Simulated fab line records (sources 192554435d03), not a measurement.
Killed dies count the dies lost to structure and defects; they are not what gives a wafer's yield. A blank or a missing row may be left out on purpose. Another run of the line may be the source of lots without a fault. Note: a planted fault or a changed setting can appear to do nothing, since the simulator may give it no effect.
Chamber matching :: flow n5 finfet :: N5_HKMG_FIN_ALD_74 on ald hk-03: 4 sister chambers
The step deposits La2O3, target thk 0.5 nm, pulse time 6 s, co reactant pulse time 1 s. 7 wafers are shown with their chamber, then 8 later ones without.

WAFERS, EACH WITH ITS CHAMBER
wafer: L078.1
chamber: 0
heater power w (W): 309
precursor pulse height rel: 0.994

wafer: L080.1
chamber: 1
heater power w (W): 367
precursor pulse height rel: 0.992

wafer: L080.5
chamber: 0
heater power w (W): 300
precursor pulse height rel: 1.008

wafer: L081.2
chamber: 2
heater power w (W): 324
precursor pulse height rel: 0.962

wafer: L081.3
chamber: 3
heater power w (W): 404
precursor pulse height rel: 1.029

wafer: L081.5
chamber: 3
heater power w (W): 410
precursor pulse height rel: 0.996

wafer: L082.1
chamber: 2
heater power w (W): 333
precursor pulse height rel: 1.043

WAFERS WHOSE CHAMBER IS MISSING
wafer: L082.2
heater power w (W): 401
precursor pulse height rel: 0.987

wafer: L082.3
heater power w (W): 368
precursor pulse height rel: 0.986

wafer: L095.1
heater power w (W): 371
precursor pulse height rel: 0.980

wafer: L095.3
heater power w (W): 300
precursor pulse height rel: 1.011

wafer: L095.4
heater power w (W): 403
precursor pulse height rel: 0.999

wafer: L097.2
heater power w (W): 330
precursor pulse height rel: 0.998

wafer: L097.5
heater power w (W): 380
precursor pulse height rel: 0.979

wafer: L097.6
heater power w (W): 303
precursor pulse height rel: 1.008

CHAMBER TAKEN BY EACH
wafer: L082.2
from the rows above: 3
in truth: 3

wafer: L082.3
from the rows above: 1
in truth: 1

wafer: L095.1
from the rows above: 1
in truth: 1

wafer: L095.3
from the rows above: 0
in truth: 0

wafer: L095.4
from the rows above: 3
in truth: 3

wafer: L097.2
from the rows above: 2
in truth: 2

wafer: L097.5
from the rows above: 1
in truth: 1

wafer: L097.6
from the rows above: 0
in truth: 0
Correctly placed: 8 of 8. From these rows, 0 cannot be placed. Placed wrongly: 0.
How it was worked out, from the rows above alone: a wafer's distance from a chamber is the root of the sum, over the readings, of the square of ((its reading less the chamber's mean) divided by the reading's scatter). The wafer belongs to the nearest chamber; if the next one is less than 2 further off, it can't be placed. A chamber's mean is the mean of its shown wafers. The scatter is the square root of a quotient: the sum, over the shown wafers, of each reading's squared deviation from its chamber's mean, divided by wafers minus chambers.
